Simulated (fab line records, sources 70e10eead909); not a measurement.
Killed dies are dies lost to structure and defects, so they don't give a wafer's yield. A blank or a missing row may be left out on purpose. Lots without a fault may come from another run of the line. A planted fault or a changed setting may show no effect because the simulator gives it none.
Which tool did it? | flow nand_harc | 24 lots, 72 wafers sampled, at 3 steps of a route of 1159

WHAT THE GAUGES READ, wafer by wafer
NHARC_A_WL_FILL_INSPECT_15. Usual: raw_defect_count 404, standard deviation 120.
lot  | measured     | on                | raw_defect_count | flag
L075 | day 16 07:32 | defect_inspect-02 | 226 253 329      |
L077 | day 16 11:49 | defect_inspect-02 | 202 249 249      |
L076 | day 16 09:46 | defect_inspect-02 | 378 312 588      |
L078 | day 16 16:53 | defect_inspect-01 | 430 739 514      |
L074 | day 16 16:33 | defect_inspect-02 | 299 278 439      |
L079 | day 17 01:49 | defect_inspect-01 | 437 320 516      |
L080 | day 17 13:08 | defect_inspect-01 | 296 367 421      |
L081 | day 17 18:49 | defect_inspect-01 | 603 947 575      |
L083 | day 18 05:05 | defect_inspect-01 | 430 315 443      |
L082 | day 18 04:46 | defect_inspect-01 | 422 563 557      |
L084 | day 18 12:20 | defect_inspect-01 | 440 293 441      |
L087 | day 18 20:43 | defect_inspect-01 | 395 389 279      |
L086 | day 18 20:38 | defect_inspect-02 | 429 575 464      |
L085 | day 19 08:56 | defect_inspect-02 | 346 380 564      |
L088 | day 19 10:21 | defect_inspect-02 | 328 330 285      |
L091 | day 20 00:06 | defect_inspect-01 | 305 310 400      |
L089 | day 20 00:10 | defect_inspect-02 | 518 443 344      |
L090 | day 20 05:09 | defect_inspect-01 | 540 531 494      |
L092 | day 20 15:00 | defect_inspect-01 | 238 290 383      |
L096 | day 21 00:23 | defect_inspect-02 | 511 406 629      |
L094 | day 21 04:11 | defect_inspect-02 | 703 329 376      |
L095 | day 21 08:26 | defect_inspect-01 | 346 298 363      |
L093 | day 21 14:08 | defect_inspect-01 | 332 300 217      |
L097 | day 21 22:14 | defect_inspect-01 | 246 388 288      |

WHICH TOOL RAN EACH LOT (tool, then ch and the chambers of the sampled wafers, then the start)
lot  | NHARC_A_WL_FILL_CVD_03        | NHARC_A_WL_FILL_STRIP_29
L075 | cvd_w-02 ch 0,1, day 15 03:09 | rie_diel-11 ch 1,3, day 15 17:28
L077 | cvd_w-01 ch 0,1, day 15 08:25 | rie_diel-13 ch 0,3, day 15 22:34
L076 | cvd_w-01 ch 1, day 15 11:13   | rie_diel-11 ch 1,3, day 15 22:05
L078 | cvd_w-02 ch 0,1, day 15 12:07 | rie_diel-11 ch 0,1,3, day 16 02:16
L074 | cvd_w-01 ch 0,1, day 15 14:02 | rie_diel-08 ch 1,2,3, day 16 01:53
L079 | cvd_w-01 ch 1, day 15 20:20   | rie_diel-13 ch 0,1,3, day 16 10:22
L080 | cvd_w-01 ch 0,1, day 16 09:28 | rie_diel-13 ch 0,2,3, day 16 22:29
L081 | cvd_w-01 ch 0,1, day 16 17:29 | rie_diel-08 ch 0,2, day 17 07:20
L083 | cvd_w-01 ch 0,1, day 17 03:29 | rie_diel-13 ch 0,3, day 17 17:20
L082 | cvd_w-02 ch 0,1, day 17 05:05 | rie_diel-08 ch 1,3, day 17 17:16
L084 | cvd_w-02 ch 0,1, day 17 11:16 | rie_diel-11 ch 0,1, day 18 01:15
L087 | cvd_w-02 ch 0,1, day 17 19:30 | rie_diel-13 ch 0,1,2, day 18 09:10
L086 | cvd_w-01 ch 0,1, day 17 19:53 | rie_diel-08 ch 1,2,3, day 18 10:54
L085 | cvd_w-02 ch 1, day 18 04:51   | rie_diel-11 ch 0,3, day 18 19:50
L088 | cvd_w-02 ch 0,1, day 18 08:27 | rie_diel-13 ch 0,2,3, day 18 19:56
L091 | cvd_w-02 ch 0,1, day 18 23:11 | rie_diel-08 ch 0,1,2, day 19 12:50
L089 | cvd_w-01 ch 0,1, day 19 00:08 | rie_diel-13 ch 0,1,2, day 19 12:55
L090 | cvd_w-02 ch 0,1, day 19 02:28 | rie_diel-11 ch 0,1,2, day 19 16:05
L092 | cvd_w-02 ch 0,1, day 19 12:07 | rie_diel-11 ch 0,1,2, day 20 03:46
L096 | cvd_w-02 ch 0,1, day 19 23:41 | rie_diel-13 ch 0,1,2, day 20 13:19
L094 | cvd_w-02 ch 0,1, day 20 03:26 | rie_diel-08 ch 0,1,2, day 20 16:41
L095 | cvd_w-01 ch 0,1, day 20 04:28 | rie_diel-13 ch 0,1,3, day 20 16:47
L093 | cvd_w-02 ch 0,1, day 20 05:17 | rie_diel-11 ch 0,1,2, day 20 19:48
L097 | cvd_w-02 ch 0,1, day 20 13:47 | rie_diel-11 ch 0,1, day 21 06:02
- NHARC_A_WL_FILL_CVD_03: deposits W, target thk 40 nm, time 3302 s.
- NHARC_A_WL_FILL_STRIP_29: strips in O2, time 20 s.

WHAT THE TOOLS THEMSELVES READ (means of the sampled wafers that have a number; where no wafer has one, the mark that the record gives instead)
NHARC_A_WL_FILL_CVD_03. Usual: heater_power_w 472 W, standard deviation 76; mfc_h2_sccm 1600 sccm, standard deviation 5; throttle_valve_pct 7.8 %, standard deviation 0.35.
lot  | tool     | heater_power_w (W) | mfc_h2_sccm (sccm) | throttle_valve_pct (%) | flag
L075 | cvd_w-02 | 440                | 1601               | 7.9                    |
L077 | cvd_w-01 | 481                | 1595               | 7.9                    |
L076 | cvd_w-01 | 505                | 1593               | 8.3                    |
L078 | cvd_w-02 | 506                | 1597               | 7.8                    |
L074 | cvd_w-01 | 498                | 1597               | 8.1                    |
L079 | cvd_w-01 | 515                | 1605               | 8.2                    |
L080 | cvd_w-01 | 499                | 1601               | 8.0                    |
L081 | cvd_w-01 | 483                | 1599               | 8.0                    |
L083 | cvd_w-01 | 497                | 1603               | 8.1                    |
L082 | cvd_w-02 | 490                | 1604               | 7.5                    |
L084 | cvd_w-02 | 483                | 1599               | 7.5                    |
L087 | cvd_w-02 | 424                | 1602               | 7.8                    |
L086 | cvd_w-01 | 484                | 1605               | 8.0                    |
L085 | cvd_w-02 | 363                | 1600               | 8.1                    |
L088 | cvd_w-02 | 429                | 1595               | 7.9                    |
L091 | cvd_w-02 | 427                | 1603               | 7.9                    |
L089 | cvd_w-01 | 488                | 1605               | 8.1                    |
L090 | cvd_w-02 | 479                | 1594               | 7.7                    |
L092 | cvd_w-02 | 486                | 1599               | 7.6                    |
L096 | cvd_w-02 | 489                | 1596               | 7.7                    |
L094 | cvd_w-02 | 490                | 1599               | 7.6                    |
L095 | cvd_w-01 | 483                | 1605               | 7.9                    |
L093 | cvd_w-02 | 485                | 1604               | 7.5                    |
L097 | cvd_w-02 | 429                | 1595               | 7.8                    |

NHARC_A_WL_FILL_STRIP_29. Usual: drypump_motor_current_A 5.7 A, standard deviation 0.57; oes_product_au 1.001 a.u., standard deviation 0.009; rf_vpp_V 57.7 V, standard deviation 0.96; showerhead_plenum_p_Torr 3.49 Torr, standard deviation 0.15; throttle_valve_pct 17.036 %, standard deviation 0.0095.
lot  | tool        | drypump_motor_current_A (A) | oes_product_au (a.u.) | rf_vpp_V (V) | showerhead_plenum_p_Torr (Torr) | throttle_valve_pct (%) | flag
L075 | rie_diel-11 | 6.4                         | 0.993                 | 58.1         | 3.35                            | 17.026                 |
L077 | rie_diel-13 | 5.4                         | 1.004                 | 57.5         | 3.55                            | 17.038                 |
L076 | rie_diel-11 | 6.4                         | 0.997                 | 56.9         | 3.35                            | 17.038                 |
L078 | rie_diel-11 | 6.1                         | 1.006                 | 57.3         | 3.41                            | 17.032                 |
L074 | rie_diel-08 | 5.9                         | 0.993                 | 58.0         | 3.58                            | 17.036                 |
L079 | rie_diel-13 | 5.1                         | 1.005                 | 57.6         | 3.47                            | 17.036                 |
L080 | rie_diel-13 | 5.1                         | 0.991                 | 57.3         | 3.47                            | 17.030                 |
L081 | rie_diel-08 | 6.3                         | 1.000                 | 58.3         | 3.64                            | 17.037                 |
L083 | rie_diel-13 | 5.3                         | 0.999                 | 58.7         | 3.55                            | 17.031                 |
L082 | rie_diel-08 | 5.7                         | 1.005                 | 57.6         | 3.59                            | 17.037                 |
L084 | rie_diel-11 | 6.4                         | 0.993                 | 57.1         | 3.41                            | 17.043                 |
L087 | rie_diel-13 | 4.9                         | 1.010                 | 57.6         | 3.38                            | 17.045                 |
L086 | rie_diel-08 | 5.9                         | 0.998                 | 57.2         | 3.58                            | 17.038                 |
L085 | rie_diel-11 | 5.9                         | 1.013                 | 57.7         | 3.40                            | 17.035                 |
L088 | rie_diel-13 | 5.1                         | 0.992                 | 58.1         | 3.47                            | 17.033                 |
L091 | rie_diel-08 | 6.2                         | 1.008                 | 57.4         | 3.51                            | 17.033                 |
L089 | rie_diel-13 | 4.9                         | 1.001                 | 57.8         | 3.38                            | 17.040                 |
L090 | rie_diel-11 | 6.1                         | 0.995                 | 57.6         | 3.53                            | 17.039                 |
L092 | rie_diel-11 | 6.0                         | 1.007                 | 57.9         | 3.53                            | 17.028                 |
L096 | rie_diel-13 | 5.0                         | 0.995                 | 57.2         | 3.38                            | 17.035                 |
L094 | rie_diel-08 | 6.2                         | 1.001                 | 57.6         | 3.51                            | 17.039                 |
L095 | rie_diel-13 | 5.1                         | 0.986                 | 57.4         | 3.46                            | 17.034                 |
L093 | rie_diel-11 | 6.1                         | 1.011                 | 57.3         | 3.53                            | 17.034                 |
L097 | rie_diel-11 | 6.4                         | 0.999                 | 57.7         | 3.41                            | 17.038                 |

THE ANSWER, worked out from the rows above alone
Rule: a lot is off if the mean of its wafers that have a number lies more than 3 standard deviations from the usual mean. A lot without any number at a reading at which 4 lots or more have one is off too. The other lots that the step has rows for count as sound. The gauges are gone through in route order, then the tools' own readings, and for those a lot's mean is taken as printed above. The first step at which some lot is off is used, and at that step the reading that is off furthest; a lot without a number counts as furthest.
No lot is off at any reading shown: from this, nothing can be told.

WHAT THE SIMULATOR HAD PUT IN
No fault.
